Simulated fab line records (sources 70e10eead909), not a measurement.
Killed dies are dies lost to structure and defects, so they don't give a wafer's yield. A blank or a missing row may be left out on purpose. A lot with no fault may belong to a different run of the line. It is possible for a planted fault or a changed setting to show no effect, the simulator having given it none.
3 desks, one fault -- flow nandHarc -- only its own numbers are on each desk; what lay behind them is given at the end

FROM THE METROLOGY DESK
Means of the sampled wafers that have a number, per lot and without regard to the tool the lot ran on: this is what the gauges read. A lot is out of limits, marked OUT, if its mean lies more than 4 standard deviations from the usual mean; the brackets give that distance.
Columns: A = cdNm at NHARC_A_SGD_CUT_CD_MEAS_09, usual 100.1 nm; B = overlayXNm at NHARC_A_SGD_CUT_OVL_MEAS_10, usual -0.1 nm; C = overlayYNm at NHARC_A_SGD_CUT_OVL_MEAS_10, usual 0.0 nm
lot,first seen here,A,B,C
L890,day 20 16:31,99.6,-0.7,-0.2
L897,day 23 10:36,100.6,-1.5,-0.5
L900,day 24 20:04,98.6,0.1,0.4
L906,day 27 12:23,100.7,-0.1,0.3
L907,day 27 21:13,99.7,-0.9,-0.6
This desk's verdict: no lot among the 5 shows anything out of limits.

THE DEFECT DESK
Counts from the inspections along the route, per lot, as means over the sampled wafers that have a number. A lot is out of limits, marked OUT, if its mean lies more than 4 standard deviations from the usual mean; the brackets give that distance.
Columns: A = rawDefectCount at NHARC_A_SGD_CUT_INSPECT_11, usual 50
lot,first seen here,A
L890,day 20 16:38,64
L897,day 23 10:43,79
L900,day 24 20:12,53
L906,day 27 12:31,20
L907,day 27 21:20,6
This desk's verdict: no lot among the 5 shows anything out of limits.

DESK OF THE TOOL OWNER: rieDiel-09
The tool's own readings at NHARC_A_SGD_CUT_ETCH_58 (etches the open film in CF4, target depth 39 nm, time 65 s): means of the sampled wafers that have a number, for each lot that ran on this tool. A lot is out of limits, marked OUT, if its mean lies more than 4 standard deviations from the usual mean; the brackets give that distance.
Columns: A = chamberPressureMTorr at NHARC_A_SGD_CUT_ETCH_58, usual 50.00 mTorr; B = drypumpMotorCurrentA at NHARC_A_SGD_CUT_ETCH_58, usual 5.8 A; C = oesProductAu at NHARC_A_SGD_CUT_ETCH_58, usual 1.001 a.u.; D = rfVppV at NHARC_A_SGD_CUT_ETCH_58, usual 151.0 V; E = showerheadPlenumPTorr at NHARC_A_SGD_CUT_ETCH_58, usual 1.76 Torr; F = throttleValvePct at NHARC_A_SGD_CUT_ETCH_58, usual 13.283 %
lot,first seen here,A,B,C,D,E,F
L890,day 20 16:47,49.97,6.1,1.010,151.5,1.76,13.286
L897,day 23 10:52,50.01,6.2,0.996,151.3,1.76,13.283
L900,day 24 20:22,49.95,6.2,0.845 (-9.7) OUT,151.3,1.73,13.284
Finding of this desk: L900 out of limits; the first was L900 at day 24 20:22, on oesProductAu at NHARC_A_SGD_CUT_ETCH_58. Within limits: L890, L897.

ALL TOGETHER
An alarm could have come from the tool owner's desk at day 24 20:22, on L900.
Metrology desk: nothing out of limits seen.
No out-of-limits result turned up at the defect desk.
The metrology desk holds a record of L900, inside its limits.
The defect desk has L900 on record, within its limits.
The lots listed all ran NHARC_A_SGD_CUT_ETCH_58 on rieDiel-09.

WHAT WAS PUT IN BY THE SIMULATOR
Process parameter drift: rieDiel-09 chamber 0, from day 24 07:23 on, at NHARC_A_SGD_CUT_ETCH_58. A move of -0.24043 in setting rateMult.
Shown lots that were struck: L900.
Each desk's first reading out of limits, in hours after the fault started: the tool owner's desk, 13.
